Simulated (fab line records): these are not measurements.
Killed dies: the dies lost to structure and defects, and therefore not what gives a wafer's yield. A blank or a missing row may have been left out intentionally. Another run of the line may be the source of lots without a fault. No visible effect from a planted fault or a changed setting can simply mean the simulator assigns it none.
A struck lot beside a sound one || flow nand_harc || 22 out of 1302 route steps
Sound: these wafers, L609.1, L609.3, L609.4. Struck: wafers L615.3, L615.5. (L615.4 of the same lot was not struck and is left out.) The cause comes at the end.
Order at every step that has rows: each side's tool, ch and its chambers, its first start. Under that, the readings that differ: sound wafers || struck wafers || difference of the means || sigmas: that difference in standard deviations of wafers without a fault.
alike: readings whose means differ by less than 2 such deviations, and words and numbers that are the same on both sides. not compared: withheld readings, readings that some wafer has no value for, bounds like >300 that may hide the same value, and numbers for which the record gives no deviation and whose values overlap.
The two part at a step that has a row with sigmas, a row that says differs or no value, or rows on one side only. Numbers that don't overlap but have no deviation are shown without sigmas and don't part them. Lack of a reading on every wafer of one side parts them only where that side has two or more wafers.

NHARC_A_CONTACT_CMP_20: polishes, t overpolish 30 s, target thk 300 nm.
  sound on cmp-01 ch 1,2,3, day 24 19:37; struck on cmp-04 ch 3, day 27 10:03
  alike: motor_current_A, overpolish_run_s, time_to_endpoint_s
next, for these wafers, 1 step has no rows: NHARC_A_CONTACT_SRD_22.
NHARC_A_CONTACT_INSPECT_23:
  struck on defect_inspect-02, day 27 10:27; sound on defect_inspect-02, day 24 20:01
  alike: raw_defect_count
then, 8 steps without rows for these wafers: NHARC_A_BLC_DEHYDRATE_00 (time 120 s); NHARC_A_BLC_HMDS_01 (time 30 s); NHARC_A_BLC_COAT_02 (time 75 s); NHARC_A_BLC_COAT_03 (time 65 s); NHARC_A_BLC_COAT_04 (resist thk 90 nm); NHARC_A_BLC_SOFTBAKE_05 (time 55 s); NHARC_A_BLC_EBR_06; NHARC_A_BLC_EXPOSE_07 (exposes mask A BLC, target cd 100 nm).
NHARC_A_BLC_PEB_08: peb time 65 s.
  sound on litho_track-04 ch 0, day 24 20:27; struck on litho_track-01 ch 0, day 27 10:45
  alike: plate_temp_C, resist_line_temp_C
then, 1 step without rows for these wafers: NHARC_A_BLC_DEVELOP_09 (develop time 35 s).
NHARC_A_BLC_CD_MEAS_10: target cd 100 nm.
  sound on cd_sem-01 ch 0, day 24 20:32; struck on cd_sem-02 ch 0, day 27 10:50
{"reading": "cd_nm (nm)", "sound": "99.8 100.1 100.8", "struck": "104.8 104.9", "difference": "+4.6", "sigmas": "+9"}
NHARC_A_BLC_OVL_MEAS_11:
  struck on overlay-01, day 27 10:55; sound on overlay-02, day 24 20:37
{"reading": "overlay_y_nm (nm)", "sound": "-1.3 -0.5 -0.8", "struck": "1.5 1.4", "difference": "+2.3", "sigmas": "+3"}
  alike: overlay_x_nm
NHARC_A_BLC_INSPECT_12:
  struck on defect_inspect-01, day 27 10:58; sound on defect_inspect-01, day 24 20:39
  alike: raw_defect_count
NHARC_A_BLC_DESCUM_15: chemistry O2, time 3 s.
  sound on rie_diel-07 ch 0,1,3, day 24 20:44; struck on rie_diel-11 ch 0,3, day 27 11:01
{"reading": "rf_vpp_V (V)", "sound": "57.5 56.3 55.8", "struck": "58.3 58.7", "difference": "+2.0", "sigmas": "+2"}
{"reading": "model.A_BLC.cd_nm (nm)", "sound": "100 100.7 101.1", "struck": "104.6 104.6", "difference": "+4.0", "sigmas": ""}
  alike: chamber_pressure_mTorr, drypump_motor_current_A, oes_product_au, showerhead_plenum_p_Torr, throttle_valve_pct
  not compared: rf_hours_counter_h
NHARC_A_BLC_ETCH_16: etches the open film in CF4, target depth 39 nm, time 65 s.
  sound on rie_diel-07 ch 0,1,3, day 24 20:50; struck on rie_diel-11 ch 0,3, day 27 11:07
{"reading": "oes_product_au (a.u.)", "sound": "1.010 1.014 1.008", "struck": "0.976 0.990", "difference": -0.028, "sigmas": -3}
  alike: cf4_flow_sccm, chamber_pressure_mTorr, drypump_motor_current_A, rf_fwd_power_W, rf_vpp_V, showerhead_plenum_p_Torr, throttle_valve_pct
  not compared: rf_hours_counter_h
NHARC_A_BLC_ETCH_17: etches the open film in N2/H2, target depth 390 nm, time 609.38 s.
  sound: rie_diel-07 ch 0,3; struck: rie_diel-11 ch 2,3
  alike: chamber_pressure_mTorr, drypump_motor_current_A, n2_flow_sccm, oes_product_au, rf_fwd_power_W, rf_vpp_V, showerhead_plenum_p_Torr, throttle_valve_pct
  not compared: rf_hours_counter_h
NHARC_A_BLC_ETCH_18: etches the open film in C4F8/O2/Ar, target depth 910 nm.
  sound: rie_diel-07 ch 0,1,3; struck: rie_diel-11 ch 2,3
{"reading": "model.A_BLC.cd_nm (nm)", "sound": "101.4 102 100.1", "struck": "105.1 110.8", "difference": "+6.8", "sigmas": ""}
  alike: chamber_pressure_mTorr, oes_product_au, rf_fwd_power_W, rf_vpp_V
  not compared: rf_hours_counter_h
NHARC_A_BLC_CD_MEAS_19:
  struck on cd_sem-02, day 27 11:59; sound on cd_sem-03, day 24 21:52
{"reading": "cd_nm (nm)", "sound": "101.0 102.0 100.3", "struck": "105.2 110.8", "difference": "+6.9", "sigmas": "+3"}
NHARC_END_SORT_01:
  at this point the record logs the struck wafers (prober-01 ch 0, day 29 08:22) and has no rows for the sound ones

== WHERE THEY PART ==
At NHARC_A_BLC_CD_MEAS_10 first; at NHARC_END_SORT_01 last (within this record only).

WHY: the cause the simulator had injected
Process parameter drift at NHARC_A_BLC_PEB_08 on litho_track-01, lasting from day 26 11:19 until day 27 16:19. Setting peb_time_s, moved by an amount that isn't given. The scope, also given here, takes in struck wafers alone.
